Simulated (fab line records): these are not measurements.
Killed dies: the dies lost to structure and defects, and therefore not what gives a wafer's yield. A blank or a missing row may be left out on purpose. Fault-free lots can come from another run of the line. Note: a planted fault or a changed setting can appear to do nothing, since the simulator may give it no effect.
Which of the tools did it?    flow n5-finfet    Sampling: 11 lots, 33 wafers, 2 of 1938 route steps

WHAT THE GAUGES SHOWED, per wafer
N5_PASSIVATION_OVL_MEAS_60. Usual: TV_OVL gives 0 nm (standard deviation 3.9).
lot   measured      on          TV_OVL (nm)  flag
L539  day 12 19:11  overlay-02  -2 -6 -5     
L540  day 12 22:35  overlay-01  7 7 0        
L542  day 13 04:50  overlay-02  3 -5 -3      
L541  day 13 14:18  overlay-02  -3 -6 2      
L545  day 13 23:35  overlay-01  5 0 2        
L546  day 14 09:34  overlay-02  3 1 0        
L548  day 15 02:49  overlay-02  -4 0 4       
L547  day 15 04:00  overlay-02  0 6 0        
L550  day 15 23:44  overlay-01  5 1 0        
L555  day 17 11:31  overlay-02  -2 -2 -4     
L562  day 18 22:32  overlay-02  1 -4 -2      

EACH LOT AND THE TOOL THAT RAN IT (in order: tool; ch and the chambers of the sampled wafers; start)
lot   N5_BEOL_M2_TRENCH_ETCH_37
L539  rie-diel-01 ch 0,2,3, day 7 11:43
L540  rie-diel-01 ch 1,2,3, day 7 14:05
L542  rie-diel-03 ch 0,2,3, day 7 16:11
L541  rie-diel-01 ch 0,1,2, day 7 20:38
L545  rie-diel-03 ch 2,3, day 8 05:44
L546  rie-diel-04 ch 0,2, day 8 17:31
L548  rie-diel-03 ch 2,3, day 9 00:47
L547  rie-diel-03 ch 1,2, day 9 04:35
L550  rie-diel-03 ch 0,1,3, day 10 09:25
L555  rie-diel-03 ch 0,1,2, day 10 23:05
L562  rie-diel-01 ch 0,1, day 13 09:05
- N5_BEOL_M2_TRENCH_ETCH_37: etches SiOC in C4F6/O2, target depth 55.555 nm, time 29.2 s.

AS READ BY THE TOOLS THEMSELVES (means over the sampled wafers that have a number; for cases with no such wafer, the mark the record gives instead)
N5_BEOL_M2_TRENCH_ETCH_37. Usual: value, then standard deviation, for each; bias-w 185.0 W / 0.48; chamber-pressure-mTorr 29.997 mTorr / 0.028; drypump-motor-current-A 5.8 A / 0.35; oes-product-au 0.79 a.u. / 0.077; rf-vpp-V 666 V / 6.7; showerhead-plenum-p-Torr 2.82 Torr / 0.094; throttle-valve-pct 20.85 % / 0.27.
lot   tool         bias-w (W)  chamber-pressure-mTorr (mTorr)  drypump-motor-current-A (A)  oes-product-au (a.u.)  rf-vpp-V (V)  showerhead-plenum-p-Torr (Torr)  throttle-valve-pct (%)  flag
L539  rie-diel-01  185.3       29.991                          6.0                          0.78                   665           2.78                             20.74                   
L540  rie-diel-01  184.7       29.984                          6.0                          0.73                   665           2.80                             20.87                   
L542  rie-diel-03  184.8       30.020                          5.5                          0.74                   667           2.83                             21.09                   
L541  rie-diel-01  184.8       30.001                          6.1                          0.74                   667           2.79                             20.69                   
L545  rie-diel-03  185.1       29.979                          5.6                          0.77                   662           2.89                             21.15                   
L546  rie-diel-04  184.9       29.971                          5.5                          0.81                   659           2.83                             20.77                   
L548  rie-diel-03  184.9       30.018                          5.7                          0.76                   662           2.88                             21.16                   
L547  rie-diel-03  184.6       29.969                          6.1                          0.87                   660           2.84                             20.70                   
L550  rie-diel-03  184.8       29.984                          5.8                          0.86                   663           2.77                             20.75                   
L555  rie-diel-03  185.2       29.995                          5.6                          0.85                   667           2.84                             20.79                   
L562  rie-diel-01  185.3       29.983                          6.1                          0.82                   668           2.74                             20.53                   

THE ANSWER, worked out from the rows above alone
Rule: lot off if the mean of its wafers having a number is beyond 3 standard deviations from the usual mean. A lot without any number at a reading at which 4 lots or more have one is off too. Where the step has rows for the other lots, those lots are counted as sound. First the gauges in route order, then the tools' own readings, where a lot's mean is used as printed above. At the first step where some lot is off, the reading lying furthest off is the one used; lots without a number count as furthest.
Nothing can be told from this: no lot is off at any reading shown.

WHAT HAD BEEN PUT IN BY THE SIMULATOR
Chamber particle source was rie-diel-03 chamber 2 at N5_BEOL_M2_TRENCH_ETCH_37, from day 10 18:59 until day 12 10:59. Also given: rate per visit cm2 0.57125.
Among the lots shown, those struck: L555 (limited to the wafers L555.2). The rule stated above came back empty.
